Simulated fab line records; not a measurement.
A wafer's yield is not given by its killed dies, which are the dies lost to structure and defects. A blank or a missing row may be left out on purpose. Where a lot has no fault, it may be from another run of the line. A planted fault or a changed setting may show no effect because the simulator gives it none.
Which tool did it?	flow n5 finfet	72 wafers from 24 lots sampled at 6 of the route's 1938 steps

== WHAT THE GAUGES SHOWED, per wafer ==
N5_BEOL_M11_THK_MEAS_01. Usual: M11_ILD_THK typically reads 267 nm, with standard deviation 3.6.
lot	measured	on	M11_ILD_THK (nm)	flag
L075	day 10 08:32	film metro-02	268 265 272	
L074	day 10 16:02	film metro-02	269 264 271	
L076	day 10 18:02	film metro-01	264 270 272	
L077	day 11 16:36	film metro-02	268 270 271	
L078	day 11 15:07	film metro-02	266 264 271	
L080	day 11 18:13	film metro-02	264 262 268	
L079	day 11 22:11	film metro-01	270 270 269	
L081	day 12 01:55	film metro-01	264 264 265	
L082	day 12 14:18	film metro-02	266 262 268	
L083	day 13 03:30	film metro-01	272 272 275	
L085	day 13 04:02	film metro-01	265 267 271	
L084	day 13 04:20	film metro-02	260 268 266	
L086	day 13 05:41	film metro-01	264 271 266	
L087	day 13 10:37	film metro-02	268 267 273	
L088	day 13 16:22	film metro-01	262 267 266	
L091	day 14 16:10	film metro-02	263 262 265	
L089	day 14 19:19	film metro-02	261 272 269	
L090	day 14 19:37	film metro-02	265 264 267	
L093	day 14 23:41	film metro-01	262 267 264	
L092	day 15 02:56	film metro-01	270 266 272	
L095	day 15 22:10	film metro-02	267 269 272	
L094	day 15 22:17	film metro-01	260 262 268	
L096	day 16 04:00	film metro-02	266 261 267	
L097	day 16 06:09	film metro-02	274 271 276	

== WHICH TOOL RAN EACH LOT (tool, then ch and the chambers of the sampled wafers, then the start) ==
lot	N5_BEOL_M10_STRIP_19	N5_BEOL_M10_STRIP_77	N5_BEOL_M10_PRE_CLEAN_45	N5_BEOL_M10_ALD_74	N5_BEOL_M10_DEP_56
L075	rie diel-02 ch 0,3, day 10 01:58	rie diel-02 ch 0,3, day 10 05:53 or earlier	pvd sputter-01, day 10 05:53	ald metal-01 ch 1,2, day 10 05:56	pecvd-03 ch 1,2, day 10 07:20
L074	rie diel-02 ch 0,3, day 10 11:07	rie diel-06 ch 0,2, day 10 13:35 or earlier	pvd sputter-02, day 10 13:35	ald metal-03 ch 1,2,3, day 10 13:39	pecvd-04 ch 0,1,2, day 10 15:19
L076	rie diel-02 ch 0,1, day 10 12:06	rie diel-06 ch 0,2,3, day 10 14:08 or earlier	pvd sputter-01, day 10 14:08	ald metal-01 ch 0,2,3, day 10 14:12	pecvd-03 ch 0,2, day 10 17:19
L077	rie diel-06 ch 0,1, day 11 05:35	rie diel-06 ch 0,3, day 11 12:41 or earlier	pvd sputter-01, day 11 12:41	ald metal-03 ch 0,2, day 11 12:59	pecvd-03 ch 0,1, day 11 15:50
L078	rie diel-02 ch 0,1, day 11 06:13	rie diel-03 ch 0,1,3, day 11 12:20 or earlier	pvd sputter-02, day 11 12:20	ald metal-03 ch 0,1,2, day 11 12:24	pecvd-03 ch 1,2, day 11 14:23
L080	rie diel-06 ch 0,1,3, day 11 13:25	rie diel-02 ch 1,2,3, day 11 15:58 or earlier	pvd sputter-03, day 11 15:58	ald metal-04 ch 1,2,3, day 11 16:02	pecvd-03 ch 0,2, day 11 17:28
L079	rie diel-03 ch 0,1,2, day 11 17:19	rie diel-03 ch 0,1, day 11 19:22 or earlier	pvd sputter-01, day 11 19:22	ald metal-01 ch 0,3, day 11 19:31	pecvd-02 ch 0,1, day 11 21:17
L081	rie diel-06 ch 0,1,3, day 11 20:13	rie diel-02 ch 1,2, day 11 22:07 or earlier	pvd sputter-01, day 11 22:07	ald metal-01 ch 2,3, day 11 22:21	pecvd-04 ch 0,1, day 12 01:11
L082	rie diel-06 ch 0,1,3, day 12 09:20	rie diel-03 ch 1,2,3, day 12 11:44 or earlier	pvd sputter-02, day 12 11:44	ald metal-01 ch 1,2,3, day 12 11:50	pecvd-03 ch 0,1, day 12 13:35
L083	rie diel-02 ch 0,1,3, day 12 19:53	rie diel-02 ch 0,1,3, day 13 01:16 or earlier	pvd sputter-03, day 13 01:16	ald metal-04 ch 2,3, day 13 01:22	pecvd-04 ch 0,1,2, day 13 02:47
L085	rie diel-06 ch 1,3, day 12 20:08	rie diel-03 ch 0,3, day 13 01:21 or earlier	pvd sputter-03, day 13 01:21	ald metal-01 ch 0,2, day 13 01:29	pecvd-04 ch 1,2, day 13 03:19
L084	rie diel-06 ch 1,2,3, day 12 20:19	rie diel-06 ch 1,3, day 13 01:25 or earlier	pvd sputter-01, day 13 01:25	ald metal-03 ch 0,2, day 13 01:35	pecvd-02 ch 0,2, day 13 03:37
L086	rie diel-06 ch 1,2,3, day 12 21:04	rie diel-02 ch 1,3, day 13 02:03 or earlier	pvd sputter-01, day 13 02:03	ald metal-03 ch 1,2, day 13 02:07	pecvd-04 ch 0,1,2, day 13 04:58
L087	rie diel-03 ch 0,1,2, day 13 04:49	rie diel-03 ch 0,2, day 13 08:22 or earlier	pvd sputter-02, day 13 08:22	ald metal-03 ch 1,3, day 13 08:25	pecvd-02 ch 0,1,2, day 13 09:54
L088	rie diel-03 ch 0,3, day 13 09:32	rie diel-02 ch 0,1,2, day 13 13:01 or earlier	pvd sputter-01, day 13 13:01	ald metal-03 ch 0,1, day 13 13:04	pecvd-02 ch 0,1, day 13 15:09
L091	rie diel-06 ch 1,2,3, day 14 10:22	rie diel-06 ch 0,1,2, day 14 13:28 or earlier	pvd sputter-01, day 14 13:28	ald metal-04 ch 1,2,3, day 14 13:34	pecvd-03 ch 0,2, day 14 15:26
L089	rie diel-02 ch 0,2,3, day 14 14:17	rie diel-03 ch 0,2,3, day 14 16:38 or earlier	pvd sputter-03, day 14 16:38	ald metal-03 ch 0,3, day 14 16:42	pecvd-03 ch 1, day 14 18:31
L090	rie diel-06 ch 2,3, day 14 14:20	rie diel-02 ch 1,2, day 14 16:46 or earlier	pvd sputter-01, day 14 16:46	ald metal-04 ch 0,2,3, day 14 16:50	pecvd-04 ch 1,2, day 14 18:42
L093	rie diel-02 ch 1,2,3, day 14 17:39	rie diel-06 ch 0,1, day 14 20:55 or earlier	pvd sputter-01, day 14 20:55	ald metal-03 ch 2,3, day 14 20:58	pecvd-04 ch 0,1, day 14 22:52
L092	rie diel-03 ch 0,1,3, day 14 21:34	rie diel-03 ch 1,2,3, day 15 00:30 or earlier	pvd sputter-03, day 15 00:30	ald metal-03 ch 0,1,2, day 15 00:34	pecvd-03 ch 1,2, day 15 02:11
L095	rie diel-06 ch 0,3, day 15 15:02	rie diel-03 ch 0,2,3, day 15 19:04 or earlier	pvd sputter-03, day 15 19:04	ald metal-03 ch 2,3, day 15 19:11	pecvd-03 ch 0,1,2, day 15 21:28
L094	rie diel-03 ch 0,2, day 15 17:20	rie diel-02 ch 1,3, day 15 19:40 or earlier	pvd sputter-02, day 15 19:40	ald metal-03 ch 0,2,3, day 15 19:44	pecvd-02 ch 0,2, day 15 21:33
L096	rie diel-02 ch 1,2,3, day 15 21:19	rie diel-02 ch 1,2, day 16 01:41 or earlier	pvd sputter-03, day 16 01:41	ald metal-01 ch 0,2, day 16 01:46	pecvd-02 ch 0,1,2, day 16 03:16
L097	rie diel-02 ch 1,2,3, day 16 01:08	rie diel-06 ch 0,2,3, day 16 03:46 or earlier	pvd sputter-02, day 16 03:46	ald metal-03 ch 1,2,3, day 16 03:50	pecvd-03 ch 0,2, day 16 05:25
- N5_BEOL_M10_STRIP_19: strips in O2.
- N5_BEOL_M10_STRIP_77: strips in N2/H2, time 10 s.
- N5_BEOL_M10_PRE_CLEAN_45: time 30 s.
- N5_BEOL_M10_ALD_74: deposits TaN, target thk 2 nm, pulse time 2 s, purge time 3 s.
- N5_BEOL_M10_DEP_56: deposits SiCN from 3MS/NH3, target thk 15 nm, time 26.5 s.

== WHAT THE TOOLS THEMSELVES READ (means of the sampled wafers that have a number; where no wafer has one, the mark that the record gives instead) ==
N5_BEOL_M10_STRIP_19. Usual: chamber pressure mTorr 30.00 mTorr, standard deviation 0.044; drypump motor current A 5.7 A, standard deviation 0.46; oes product au 0.82 a.u., standard deviation 0.059; rf vpp V 3.6 V, standard deviation 0.64; showerhead plenum p Torr 2.13 Torr, standard deviation 0.07; throttle valve pct 16.54 %, standard deviation 0.23.
lot	tool	chamber pressure mTorr (mTorr)	drypump motor current A (A)	oes product au (a.u.)	rf vpp V (V)	showerhead plenum p Torr (Torr)	throttle valve pct (%)	flag
L075	rie diel-02	30.01	5.4	0.83	3.2	2.10	16.53	
L074	rie diel-02	30.01	5.4	0.82	4.2	2.10	16.53	
L076	rie diel-02	29.98	6.2	0.93	3.2	2.07	16.56	
L077	rie diel-06	30.00	6.1	0.78	3.7	2.10	16.65	
L078	rie diel-02	29.98	6.0	0.92	3.7	2.10	16.37	
L080	rie diel-06	30.10	6.0	0.80	4.3	2.15	16.52	
L079	rie diel-03	29.99	5.8	0.84	3.6	2.18	16.79	
L081	rie diel-06	29.96	6.0	0.79	3.7	2.15	16.51	
L082	rie diel-06	29.98	6.0	0.78	3.3	2.14	16.53	
L083	rie diel-02	29.98	5.7	0.85	2.8	2.09	16.48	
L085	rie diel-06	29.98	6.0	0.77	3.1	2.08	16.68	
L084	rie diel-06	29.97	5.7	0.78	3.4	2.11	16.50	
L086	rie diel-06	29.99	5.7	0.79	3.7	2.11	16.50	
L087	rie diel-03	29.99	5.7	0.84	3.1	2.18	16.81	
L088	rie diel-03	29.98	5.9	0.79	3.5	2.09	16.82	
L091	rie diel-06	30.00	5.7	0.78	4.0	2.11	16.52	
L089	rie diel-02	30.03	5.7	0.84	3.6	2.06	16.58	
L090	rie diel-06	30.03	5.3	0.80	3.9	2.14	16.35	
L093	rie diel-02	30.02	5.4	0.84	4.5	2.10	16.37	
L092	rie diel-03	30.00	5.8	0.80	3.7	2.15	16.77	
L095	rie diel-06	30.03	6.0	0.77	3.1	2.20	16.43	
L094	rie diel-03	29.98	5.7	0.80	4.1	2.16	16.90	
L096	rie diel-02	30.01	5.4	0.85	3.3	2.09	16.39	
L097	rie diel-02	30.05	5.4	0.85	4.0	2.09	16.38	

N5_BEOL_M10_STRIP_77. Usual: chamber pressure mTorr 20.001 mTorr, standard deviation 0.018; drypump motor current A 5.7 A, standard deviation 0.44; n2 flow sccm 200.1 sccm, standard deviation 0.6; oes product au 0.83 a.u., standard deviation 0.06; rf vpp V 59.3 V, standard deviation 0.83; showerhead plenum p Torr 2.57 Torr, standard deviation 0.085; throttle valve pct 23.6 %, standard deviation 0.38.
lot	tool	chamber pressure mTorr (mTorr)	drypump motor current A (A)	n2 flow sccm (sccm)	oes product au (a.u.)	rf vpp V (V)	showerhead plenum p Torr (Torr)	throttle valve pct (%)	flag
L075	rie diel-02	19.995	5.9	199.9	0.87	59.3	2.51	23.9	
L074	rie diel-06	20.007	5.5	199.4	0.84	59.6	2.62	23.4	
L076	rie diel-06	20.008	5.7	200.3	0.84	59.4	2.65	23.4	
L077	rie diel-06	20.004	5.9	200.3	0.82	59.9	2.67	23.4	
L078	rie diel-03	19.995	5.8	199.9	0.83	58.9	2.60	23.7	
L080	rie diel-02	19.992	5.4	200.0	0.90	60.5	2.54	23.3	
L079	rie diel-03	19.989	6.0	200.9	0.82	59.0	2.59	23.8	
L081	rie diel-02	19.998	5.6	200.4	0.96	60.2	2.51	23.3	
L082	rie diel-03	20.007	5.6	200.4	0.84	58.9	2.65	23.7	
L083	rie diel-02	19.999	5.7	200.3	0.84	58.5	2.53	23.6	
L085	rie diel-03	20.008	5.8	200.3	0.79	59.7	2.56	23.9	
L084	rie diel-06	20.007	6.0	200.3	0.76	58.8	2.50	23.4	
L086	rie diel-02	19.995	5.2	200.0	0.81	60.2	2.56	23.3	
L087	rie diel-03	20.001	5.9	200.2	0.81	59.1	2.59	24.2	
L088	rie diel-02	20.016	5.9	199.8	0.89	59.5	2.51	23.6	
L091	rie diel-06	20.025	5.8	199.4	0.78	58.3	2.56	23.4	
L089	rie diel-03	19.999	5.8	200.7	0.80	59.4	2.59	24.1	
L090	rie diel-02	19.983	5.6	200.7	0.90	58.9	2.51	23.4	
L093	rie diel-06	20.012	6.1	200.0	0.75	58.6	2.50	23.4	
L092	rie diel-03	19.982	5.6	200.0	0.82	58.8	2.64	23.7	
L095	rie diel-03	19.992	5.7	200.3	0.78	59.4	2.59	24.1	
L094	rie diel-02	19.998	5.2	199.8	0.80	58.7	2.56	23.4	
L096	rie diel-02	20.004	5.7	200.1	0.89	58.3	2.54	23.3	
L097	rie diel-06	19.995	5.7	200.4	0.78	60.6	2.63	23.5	

N5_BEOL_M10_PRE_CLEAN_45. Usual: heater power w 326 W, standard deviation 34; susceptor temp C 250.00 C, standard deviation 0.19.
lot	tool	heater power w (W)	susceptor temp C (C)	flag
L075	pvd sputter-01	324	249.94	
L074	pvd sputter-02	312	249.96	
L076	pvd sputter-01	341	249.96	
L077	pvd sputter-01	327	250.09	
L078	pvd sputter-02	325	250.13	
L080	pvd sputter-03	359	249.90	
L079	pvd sputter-01	326	250.16	
L081	pvd sputter-01	325	250.00	
L082	pvd sputter-02	292	250.09	
L083	pvd sputter-03	352	250.04	
L085	pvd sputter-03	344	249.92	
L084	pvd sputter-01	325	249.94	
L086	pvd sputter-01	320	250.15	
L087	pvd sputter-02	310	249.99	
L088	pvd sputter-01	301	250.01	
L091	pvd sputter-01	325	250.10	
L089	pvd sputter-03	344	250.09	
L090	pvd sputter-01	305	250.02	
L093	pvd sputter-01	326	250.13	
L092	pvd sputter-03	340	249.85	
L095	pvd sputter-03	352	250.01	
L094	pvd sputter-02	330	249.96	
L096	pvd sputter-03	343	250.01	
L097	pvd sputter-02	311	250.18	

N5_BEOL_M10_ALD_74. Usual: heater power w 406 W, standard deviation 41; mfc carrier sccm 1500 sccm, standard deviation 4.3; susceptor temp C 275.00 C, standard deviation 0.18.
lot	tool	heater power w (W)	mfc carrier sccm (sccm)	susceptor temp C (C)	flag
L075	ald metal-01	431	1494	275.02	
L074	ald metal-03	406	1503	274.94	
L076	ald metal-01	387	1503	275.18	
L077	ald metal-03	412	1499	274.87	
L078	ald metal-03	397	1502	274.68	
L080	ald metal-04	398	1494	275.13	
L079	ald metal-01	384	1495	274.84	
L081	ald metal-01	393	1501	275.04	
L082	ald metal-01	430	1502	275.09	
L083	ald metal-04	419	1502	275.07	
L085	ald metal-01	384	1505	274.98	
L084	ald metal-03	405	1504	274.93	
L086	ald metal-03	397	1499	274.97	
L087	ald metal-03	398	1501	274.75	
L088	ald metal-03	380	1499	274.98	
L091	ald metal-04	400	1501	275.05	
L089	ald metal-03	401	1500	275.06	
L090	ald metal-04	445	1498	274.89	
L093	ald metal-03	414	1503	275.07	
L092	ald metal-03	394	1500	275.06	
L095	ald metal-03	408	1500	274.79	
L094	ald metal-03	410	1501	275.22	
L096	ald metal-01	370	1501	274.93	
L097	ald metal-03	397	1502	274.93	

N5_BEOL_M10_DEP_56. Usual: showerhead plenum p Torr 3.666 Torr, standard deviation 0.012; throttle valve pct 9.1 %, standard deviation 0.4.
lot	tool	showerhead plenum p Torr (Torr)	throttle valve pct (%)	flag
L075	pecvd-03	3.678	8.9	
L074	pecvd-04	3.665	9.2	
L076	pecvd-03	3.669	9.1	
L077	pecvd-03	3.663	9.2	
L078	pecvd-03	3.674	8.9	
L080	pecvd-03	3.666	9.2	
L079	pecvd-02	3.659	9.5	
L081	pecvd-04	3.658	9.1	
L082	pecvd-03	3.665	9.5	
L083	pecvd-04	3.655	8.7	
L085	pecvd-04	3.665	8.6	
L084	pecvd-02	3.661	9.6	
L086	pecvd-04	3.662	8.8	
L087	pecvd-02	3.667	9.4	
L088	pecvd-02	3.656	9.5	
L091	pecvd-03	3.675	9.0	
L089	pecvd-03	3.672	9.3	
L090	pecvd-04	3.662	8.8	
L093	pecvd-04	3.656	9.1	
L092	pecvd-03	3.679	8.7	
L095	pecvd-03	3.668	9.2	
L094	pecvd-02	3.671	9.3	
L096	pecvd-02	3.672	9.3	
L097	pecvd-03	3.670	9.1	

== THE ANSWER, worked out from the rows above alone ==
Rule: take the mean of a lot's wafers that have a number; if it is more than 3 standard deviations from the usual mean, the lot is off. A lot without any number at a reading at which 4 lots or more have one is off too. All remaining lots with rows at the step are treated as sound. First the gauges in route order, then the tools' own readings, where a lot's mean is used as printed above. The first step at which some lot is off is used, and at that step the reading that is off furthest; a lot without a number counts as furthest.
No lot is off on any of the readings shown, so nothing can be concluded from this.

== WHAT THE SIMULATOR PUT IN ==
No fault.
